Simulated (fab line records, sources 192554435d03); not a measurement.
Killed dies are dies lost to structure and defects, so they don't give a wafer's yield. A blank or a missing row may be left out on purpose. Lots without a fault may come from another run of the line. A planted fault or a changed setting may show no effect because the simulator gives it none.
Which tool did it? | flow n5_finfet | 24 lots, 72 wafers sampled, at 3 steps of a route of 1938

WHAT THE GAUGES READ, wafer by wafer
N5_BEOL_M10_THK_MEAS_53: measures by xrf. Usual: M10_THK 138.1 nm, standard deviation 2.7.
lot  | measured     | on            | M10_THK (nm)      | flag
L074 | day 10 06:43 | film_metro-02 | 135.6 135.6 138.8 |
L075 | day 10 22:08 | film_metro-02 | 145.0 139.3 141.0 |
L076 | day 11 04:40 | film_metro-02 | 140.0 138.7 143.7 |
L078 | day 11 06:29 | film_metro-01 | 142.3 138.4 142.4 |
L077 | day 11 06:35 | film_metro-01 | 137.6 135.3 135.0 |
L081 | day 12 07:06 | film_metro-01 | 136.6 137.5 138.7 |
L080 | day 12 10:44 | film_metro-01 | 132.8 134.9 135.8 |
L082 | day 12 19:08 | film_metro-02 | 141.4 140.8 141.9 |
L083 | day 13 06:17 | film_metro-01 | 133.3 136.9 136.8 |
L084 | day 13 12:53 | film_metro-02 | 140.2 139.5 141.0 |
L079 | day 13 19:56 | film_metro-01 | 135.7 129.6 135.8 |
L085 | day 13 23:55 | film_metro-01 | 140.3 138.7 136.5 |
L087 | day 14 00:44 | film_metro-01 | 139.7 138.1 142.7 |
L086 | day 14 02:13 | film_metro-02 | 135.9 137.0 139.7 |
L089 | day 14 22:49 | film_metro-02 | 137.3 143.5 143.8 |
L088 | day 15 01:06 | film_metro-01 | 140.5 134.2 138.0 |
L090 | day 15 09:11 | film_metro-02 | 139.1 139.2 138.1 |
L093 | day 15 09:44 | film_metro-01 | 137.1 135.1 142.0 |
L091 | day 15 10:11 | film_metro-01 | 135.9 137.2 137.5 |
L096 | day 16 16:09 | film_metro-02 | 136.4 137.6 138.1 |
L092 | day 16 19:07 | film_metro-01 | 135.6 135.1 136.3 |
L094 | day 16 23:55 | film_metro-01 | 136.4 134.5 136.8 |
L095 | day 17 00:32 | film_metro-01 | 137.3 138.6 136.1 |
L097 | day 17 02:44 | film_metro-01 | 137.1 138.0 135.8 |

N5_BEOL_M11_CD_MEAS_28: target cd 70 nm. Usual: cd_nm 69.9 nm, standard deviation 0.95.
lot  | measured     | on        | cd_nm (nm)     | flag
L074 | day 10 10:34 | cd_sem-01 | 70.5 68.9 71.0 |
L075 | day 11 03:02 | cd_sem-01 | 69.8 68.7 70.7 |
L076 | day 11 08:50 | cd_sem-01 | 68.6 70.3 69.8 |
L078 | day 11 13:20 | cd_sem-01 | 69.8 70.0 68.8 |
L077 | day 11 10:59 | cd_sem-01 | 69.9 70.5 70.2 |
L081 | day 12 16:37 | cd_sem-02 | 70.3 71.4 70.3 |
L080 | day 12 20:20 | cd_sem-02 | 71.8 70.8 70.0 |
L082 | day 13 01:54 | cd_sem-02 | 69.6 67.9 69.5 |
L083 | day 13 10:08 | cd_sem-03 | 69.1 69.3 69.5 |
L084 | day 13 15:34 | cd_sem-01 | 69.8 70.6 70.5 |
L079 | day 14 01:03 | cd_sem-01 | 71.5 71.8 70.4 |
L085 | day 14 04:02 | cd_sem-03 | 69.9 70.0 69.3 |
L087 | day 14 04:11 | cd_sem-02 | 68.9 71.2 69.7 |
L086 | day 14 10:49 | cd_sem-03 | 69.5 69.7 69.0 |
L089 | day 15 06:31 | cd_sem-02 | 69.1 70.8 71.0 |
L088 | day 15 06:20 | cd_sem-01 | 69.5 70.8 69.2 |
L090 | day 15 13:05 | cd_sem-03 | 72.3 69.8 70.2 |
L093 | day 15 13:32 | cd_sem-02 | 70.9 71.1 68.6 |
L091 | day 15 16:55 | cd_sem-01 | 69.2 69.9 69.3 |
L096 | day 16 21:47 | cd_sem-03 | 70.5 70.3 70.8 |
L092 | day 17 01:17 | cd_sem-01 | 69.7 70.7 69.0 |
L094 | day 17 03:23 | cd_sem-02 | 70.7 70.6 69.1 |
L095 | day 17 03:32 | cd_sem-03 | 69.7 69.0 70.1 |
L097 | day 17 06:32 | cd_sem-03 | 69.2 69.0 70.3 |

WHICH TOOL RAN EACH LOT (tool, then ch and the chambers of the sampled wafers, then the start)
lot  | N5_BEOL_M11_CURE_71
L074 | uv_cure-03 ch 0, day 10 07:10
L075 | uv_cure-03 ch 2, day 10 22:25
L076 | uv_cure-03 ch 0, day 11 05:08
L078 | uv_cure-01 ch 1, day 11 07:07
L077 | uv_cure-03 ch 0, day 11 06:52
L081 | uv_cure-01 ch 1, day 12 07:23
L080 | uv_cure-03 ch 1, day 12 11:01
L082 | uv_cure-02 ch 2, day 12 19:39
L083 | uv_cure-02 ch 0, day 13 06:43
L084 | uv_cure-03 ch 2, day 13 13:10
L079 | uv_cure-03 ch 1, day 13 20:17
L085 | uv_cure-02 ch 1, day 14 00:16
L087 | uv_cure-03 ch 2, day 14 01:00
L086 | uv_cure-03 ch 0, day 14 02:29
L089 | uv_cure-02 ch 0, day 14 23:15
L088 | uv_cure-03 ch 1, day 15 01:23
L090 | uv_cure-03 ch 2, day 15 09:35
L093 | uv_cure-02 ch 1, day 15 10:06
L091 | uv_cure-01 ch 1, day 15 10:33
L096 | uv_cure-03 ch 0, day 16 16:43
L092 | uv_cure-02 ch 1, day 16 19:25
L094 | uv_cure-01 ch 2, day 17 00:33
L095 | uv_cure-03 ch 0, day 17 01:07
L097 | uv_cure-02 ch 0, day 17 03:09
- N5_BEOL_M11_CURE_71: cures SiCOH lowk, time 240 s.

WHAT THE TOOLS THEMSELVES READ (means of the sampled wafers that have a number; where no wafer has one, the mark that the record gives instead)
N5_BEOL_M11_CURE_71. Usual: lamp_power_pct 52.32 %, standard deviation 0.055; wafer_temp_C_max 387.3, standard deviation 0.79.
lot  | tool       | lamp_power_pct (%) | wafer_temp_C_max | flag
L074 | uv_cure-03 | 52.34              | 387.0            |
L075 | uv_cure-03 | 52.31              | 387.3            |
L076 | uv_cure-03 | 52.31              | 387.2            |
L078 | uv_cure-01 | 52.30              | 386.7            |
L077 | uv_cure-03 | 52.33              | 388.0            |
L081 | uv_cure-01 | 52.31              | 387.1            |
L080 | uv_cure-03 | 52.32              | 386.9            |
L082 | uv_cure-02 | 52.30              | 386.9            |
L083 | uv_cure-02 | 52.28              | 388.5            |
L084 | uv_cure-03 | 52.29              | 387.9            |
L079 | uv_cure-03 | 52.24              | 386.8            |
L085 | uv_cure-02 | 52.35              | 386.0            |
L087 | uv_cure-03 | 52.36              | 387.6            |
L086 | uv_cure-03 | 52.34              | 387.6            |
L089 | uv_cure-02 | 52.34              | 388.5            |
L088 | uv_cure-03 | 52.34              | 387.3            |
L090 | uv_cure-03 | 52.27              | 387.2            |
L093 | uv_cure-02 | 52.25              | 386.0            |
L091 | uv_cure-01 | 52.34              | 387.5            |
L096 | uv_cure-03 | 52.28              | 387.5            |
L092 | uv_cure-02 | 52.33              | 386.4            |
L094 | uv_cure-01 | 52.32              | 387.1            |
L095 | uv_cure-03 | 52.33              | 387.5            |
L097 | uv_cure-02 | 52.30              | 388.7            |

THE ANSWER, worked out from the rows above alone
Rule: a lot is off if the mean of its wafers that have a number lies more than 3 standard deviations from the usual mean. A lot without any number at a reading at which 4 lots or more have one is off too. The other lots that the step has rows for count as sound. The gauges are gone through in route order, then the tools' own readings, and for those a lot's mean is taken as printed above. The first step at which some lot is off is used, and at that step the reading that is off furthest; a lot without a number counts as furthest.
No lot is off at any reading shown: from this, nothing can be told.

WHAT THE SIMULATOR HAD PUT IN
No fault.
